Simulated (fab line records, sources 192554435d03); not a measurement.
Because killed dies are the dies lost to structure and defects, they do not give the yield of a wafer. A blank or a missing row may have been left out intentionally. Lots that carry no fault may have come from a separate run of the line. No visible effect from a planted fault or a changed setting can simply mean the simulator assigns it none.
Code-filled problem report in 8D (eight disciplines) form -- flow n5_finfet -- the parts of the form that need people (team, actions taken, sign-off) are left out

## 1. THE PROBLEM
At N5_BEOL_M5_ETCH_61, etch_rf_on_time_s averages 16.9 s over 4 wafers from 3 lots, while fault-free wafers read 26.1 s, standard deviation 0.64. That puts it -14 standard deviations away from the usual mean.
The step: etches SiARC in CF4, target depth 15.6 nm, time 26 s.
Seen first at day 12 10:46 on rie_diel-06, wafer L606.4. The record holds 30 wafers of 11 lots with a number at this step. By rule, "out" or "out of limits" means more than 4 standard deviations away from the usual mean. Any other wafer with a number is counted as sound.

## 2. WHAT THIS IS AND IS NOT
question,is,is not
which readings at this step,etch_rf_on_time_s,"drypump_motor_current_A, rf_fwd_power_W, rf_vpp_V, showerhead_plenum_p_Torr"
which lots,"L606, L607, L608","L593, L596, L598, L599, L601, L602, L614, L616"
which wafers of those lots,"L606.4, L606.6, L607.4, L608.6","L607.2, L608.1"
read on which tools,rie_diel-06,"rie_diel-01, rie_diel-03"
when,from day 12 10:46,"up to then (18 sound wafers); but 8 sound wafers of L607, L608, L614, L616 came after"

## 3. WHAT RULES OUT EACH SUSPECT
Counting: if a tool at a process step up to the reading ran every lot that is out, it stays a suspect. Sound lots after the first of them don't rule it out here, since some wafers of a struck lot are sound.
- rie_diel-06 at N5_BEOL_M5_ETCH_61 (etches SiARC in CF4, target depth 15.6 nm, time 26 s): kept. It ran every lot that is out, first L606 (day 12 10:46); its last sound lot up to then is L599 (day 10 13:14). Its own etch_rf_on_time_s readings are out on those wafers.
The count leaves rie_diel-06 at N5_BEOL_M5_ETCH_61.

## 4. THE CAUSE (what the simulator had put in)
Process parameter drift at N5_BEOL_M5_ETCH_61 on rie_diel-06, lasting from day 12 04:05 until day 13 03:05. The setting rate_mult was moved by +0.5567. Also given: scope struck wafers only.
After counting, this tool was the only one left.

## 5. THE EFFECT CHAIN, in route order
Rows list readings where the struck wafers' mean (over those with a number) sits beyond 3 standard deviations from the usual. Only readings whose record carries a usual standard deviation are examined. hours: median over the lots of the time between each lot's start at the first step of this table that gives one and its start at this step. sigmas: the change, counted in usual standard deviations.
hours,step,reading,usual,on struck wafers,change,sigmas
0,N5_BEOL_M5_ETCH_61,etch_rf_on_time_s,26.1 s,16.9,-9.2,-14
0,N5_BEOL_M5_ETCH_61,oes_product_au,0.67 a.u.,0.89,+0.22,+3.6
Process steps it contains:
- N5_BEOL_M5_ETCH_61: etches SiARC in CF4, target depth 15.6 nm, time 26 s.

## 6. WHAT WOULD HAVE CAUGHT IT SOONER
In this record no reading fell out of limits until day 12 10:46, 7 hours after the fault had begun at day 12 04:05.
